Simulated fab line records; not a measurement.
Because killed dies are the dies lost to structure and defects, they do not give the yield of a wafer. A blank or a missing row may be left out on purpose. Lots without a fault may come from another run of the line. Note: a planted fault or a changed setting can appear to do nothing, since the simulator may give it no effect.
Matching of chambers    flow nand-harc    pecvd-03 running NHARC_A_STAIRCASE_DEP_325: 3 sister chambers
The step deposits SiO2, target thk 7200 nm. 14 wafers are shown with their chamber, then 6 later ones without.

WAFERS, EACH WITH ITS CHAMBER
wafer   chamber  heater-power-w (W)  rf-fwd-power-W (W)
L535.1  0        766                 499.7
L535.2  2        715                 498.6
L535.5  0        625                 498.7
L540.1  2        741                 499.4
L540.5  2        595                 500.1
L546.1  1        679                 501.3
L546.5  1        567                 498.7
L546.6  2        612                 498.9
L548.1  2        620                 500.7
L548.3  0        723                 497.8
L548.5  1        568                 500.7
L549.1  2        637                 500.4
L549.2  1        668                 496.5
L549.6  1        549                 497.9

SIGNATURES (means of the wafers above)
reading         chamber 0  chamber 1  chamber 2  scatter within a chamber
heater-power-w  704.67     606.20     653.33     63.1
rf-fwd-power-W  498.733    499.020    499.683    1.39
Rule: for a wafer and a chamber, the distance is found by dividing, reading by reading, the gap between the wafer's reading and the chamber's mean by the reading's scatter, squaring, summing and taking the root. The wafer belongs to the nearest chamber; if the next one is less than 2 further off, it can't be placed. The scatter: the root of (the sum of the squares of (reading less its chamber's mean) over the shown wafers, divided by (wafers less chambers)).

WAFERS WITH NO CHAMBER GIVEN
wafer   heater-power-w (W)  rf-fwd-power-W (W)
L554.1  764                 500.5
L554.3  722                 499.3
L554.6  561                 497.2
L556.1  723                 497.5
L556.2  697                 499.6
L556.3  729                 501.7

WHICH CHAMBER EACH WENT THROUGH
wafer   from the rows above           in truth
L554.1  can't be placed: 0 or 2 or 1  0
L554.3  can't be placed: 0 or 2 or 1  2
L554.6  can't be placed: 1 or 2 or 0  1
L556.1  can't be placed: 0 or 2 or 1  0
L556.2  can't be placed: 0 or 2 or 1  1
L556.3  can't be placed: 2 or 0 or 1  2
0 of 6 placed correctly. Not placeable from these rows: 6 (in 6, the candidates include the true chamber). Wrongly placed: 0.
